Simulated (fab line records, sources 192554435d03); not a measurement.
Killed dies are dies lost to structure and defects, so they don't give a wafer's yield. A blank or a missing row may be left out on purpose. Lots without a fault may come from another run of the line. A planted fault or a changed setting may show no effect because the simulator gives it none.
One fault seen from 2 desks | flow n5_finfet | each desk has only its own numbers; what lay behind them comes last

THE TOOL OWNER'S DESK: rie_metal-01
The tool's own readings at N5_MIM_BOT_ETCH_ETCH_03 (etches the open film in Cl2/BCl3, target depth 12 nm): means of the sampled wafers that have a number, for each lot that ran on this tool. A lot is out of limits, marked OUT, if its mean lies more than 4 standard deviations from the usual mean; the brackets give that distance.
Columns: A = chamber_pressure_mTorr at N5_MIM_BOT_ETCH_ETCH_03, usual 8.000 mTorr; B = drypump_motor_current_A at N5_MIM_BOT_ETCH_ETCH_03, usual 5.55 A; C = oes_product_au at N5_MIM_BOT_ETCH_ETCH_03, usual 0.80 a.u.; D = rf_fwd_power_W at N5_MIM_BOT_ETCH_ETCH_03, usual 794.9 W; E = throttle_valve_pct at N5_MIM_BOT_ETCH_ETCH_03, usual 27.68 %
lot  | first seen here | A     | B    | C    | D                        | E
L886 | day 11 13:57    | 8.000 | 5.68 | 0.81 | 797.1                    | 27.48
L888 | day 12 08:14    | 8.001 | 5.69 | 0.82 | 796.2                    | 27.49
L890 | day 12 18:38    | 7.999 | 5.79 | 1.03 | 1275.7 (+99 or more) OUT | 27.49
L896 | day 14 03:11    | 8.004 | 5.81 | 1.02 | 1278.7 (+99 or more) OUT | 27.49
L901 | day 16 09:23    | 8.005 | 5.69 | 0.79 | 795.5                    | 27.49
L900 | day 16 13:04    | 7.998 | 5.78 | 0.76 | 794.4                    | 27.50
L903 | day 16 16:10    | 8.004 | 5.81 | 0.76 | 794.9                    | 27.50
L906 | day 17 11:20    | 8.001 | 5.77 | 0.76 | 794.9                    | 27.50
L909 | day 18 16:47    | 7.998 | 5.82 | 0.75 | 794.1                    | 27.51
This desk's finding: out of limits on L890, L896; first on L890, day 12 18:38 (rf_fwd_power_W at N5_MIM_BOT_ETCH_ETCH_03). In limits: L886, L888, L901, L900, L903, L906, L909.

THE METROLOGY DESK
What the gauges read, lot by lot, whatever tool the lot ran on: means of the sampled wafers that have a number. A lot is out of limits, marked OUT, if its mean lies more than 4 standard deviations from the usual mean; the brackets give that distance.
Columns: A = MIM_TOP_OVL at N5_MIM_TOP_LITHO_OVL_MEAS_11, usual 2 nm
lot  | first seen here | A
L886 | day 11 12:43    | 2
L888 | day 12 07:02    | 3
L890 | day 12 17:26    | 7
L893 | day 13 11:53    | 1
L896 | day 14 02:07    | -4
L901 | day 16 08:22    | -2
L900 | day 16 12:04    | 8
L903 | day 16 15:11    | -0
L902 | day 16 20:48    | 5
L906 | day 17 10:19    | -4
L909 | day 18 15:41    | 2
This desk's finding: nothing out of limits on any of the 11 lots.

PUT TOGETHER
The tool owner's desk could have raised an alarm at day 12 18:38, on L890, L896.
The metrology desk saw nothing out of limits.
The metrology desk has L890, L896 on record, within its limits.
Of the lots named, all ran N5_MIM_BOT_ETCH_ETCH_03 on rie_metal-01.

WHAT THE SIMULATOR HAD PUT IN
Process parameter drift: rie_metal-01, from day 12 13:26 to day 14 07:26, at N5_MIM_BOT_ETCH_ETCH_03. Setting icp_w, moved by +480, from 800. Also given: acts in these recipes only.
Lots struck among those shown: L890, L896.
Hours from the fault's start to each desk's first reading out of limits: the tool owner's desk, 5.
